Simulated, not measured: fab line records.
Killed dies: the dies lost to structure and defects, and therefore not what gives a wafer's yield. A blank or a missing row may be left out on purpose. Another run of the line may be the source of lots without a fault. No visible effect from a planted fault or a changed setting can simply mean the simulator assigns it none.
Split-lot trial ; flow n5_finfet ; 21 wafers read from 7 lots, route of 1938 steps

== SPLIT DETAILS ==
At N5_BEOL_M2_DESCUM_16 (chemistry O2, time 7 s), the setting time_s was moved away from the recipe's 7 s on 6 of the 21 wafers read, by -12.0% to +19.6%. The other wafers ran this setting at the recipe's value.

The reading comes from the split's own step.

== THE READING ==
CAR-EUV_of_BEOL_M2_COAT_05.thk_nm (the simulator's own value, which no gauge read), in nm, at N5_BEOL_M2_DESCUM_16 (chemistry O2, time 7 s). There is no usual value for it anywhere in the file. Across the 15 wafers here that went through the recipe, the average is 26.1 nm and the standard deviation 0.12 nm.

wafer;tool, chamber at the split;time_s as run, s;against the recipe;CAR-EUV_of_BEOL_M2_COAT_05.thk_nm, nm;against lot-mates on the recipe
L075.2;rie_diel-04, 0;7;recipe;26.2;-
L075.6;rie_diel-04, 0;7;recipe;26.2;-
L075.5;rie_diel-04, 3;7;recipe;26;-
L076.2;rie_diel-04, 1,1,3;7;recipe;26.2;-
L076.4;rie_diel-04, 1,1,3;7;recipe;26.2;-
L076.6;rie_diel-04, 1,1,3;7;recipe;26.2;-
L084.3;rie_diel-01, 1,0;7;recipe;26;-
L084.5;rie_diel-01, 1,0;7;recipe;26;-
L084.4;rie_diel-01, 3;6.163;-12.0%;26.4;+0.4
L088.3;rie_diel-01, 2;8.372;+19.6%;25.4;-0.7
L088.4;rie_diel-01, 1;7;recipe;26;-
L088.5;rie_diel-01, 2;7;recipe;26.2;-
L091.3;rie_diel-04, 0,1;8.079;+15.4%;25.2;-0.6
L091.5;rie_diel-04, 0,1;8.079;+15.4%;25.2;-0.6
L091.6;rie_diel-04, 0;7;recipe;25.8;-
L093.2;rie_diel-04, 2,0;6.556;-6.3%;26.2;+0.2
L093.3;rie_diel-04, 2,0;6.556;-6.3%;26.2;+0.2
L093.4;rie_diel-04, 3;7;recipe;26;-
L095.2;rie_diel-06, 3,2,0;7;recipe;26;-
L095.3;rie_diel-06, 3,2,0;7;recipe;26;-
L095.5;rie_diel-06, 3,2,0;7;recipe;26;-
Where a row lists several chambers, the file gives one row for several wafers and doesn't say which wafer went through which chamber.

THE FIT
A straight line over all 21 wafers: CAR-EUV_of_BEOL_M2_COAT_05.thk_nm changes by -0.0411 nm for each +1% of time_s; r = -0.91; the points scatter about the line by 0.14 nm.
The same after taking each lot's own level away (the mean of its wafers on the recipe; 21 wafers): -0.0363 nm for each +1%; r = -0.98; scatter 0.052 nm.
The reading moves by 0.71 nm for the largest change in time_s, on that fit.
From 25.80 to 26.20 nm: that is the span of the lots' own levels, equal to 3.4 times the standard deviation above.
Thus the slope moves with the lot-to-lot level: the two fits are different.
Check: for one of the wafers moved furthest among these (+19.6%), held out of the fit, the line's prediction against its lot-mates is -0.731 nm. Against them it came out at -0.7 nm.

== FURTHER SPLITS ON THESE WAFERS ==
These wafers also went through other splits before the reading. Each is held against what the fit with the lots' levels taken away leaves over:
other split on the same wafers;wafers away from the commonest value;r with CAR-EUV_of_BEOL_M2_COAT_05.thk_nm (lot level and that fit taken away)
N5_BEOL_M0_SAQP_COAT_105 spin_rpm;5;-0.19
N5_BEOL_M0_SAQP_SPACER2_ALD_26 target_thk_a;4;-0.08

== THE FILE'S OWN FIT ==
CAR-EUV_of_BEOL_M2_COAT_05.thk_nm changes by -0.0361 nm for each +1% of time_s, r = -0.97.
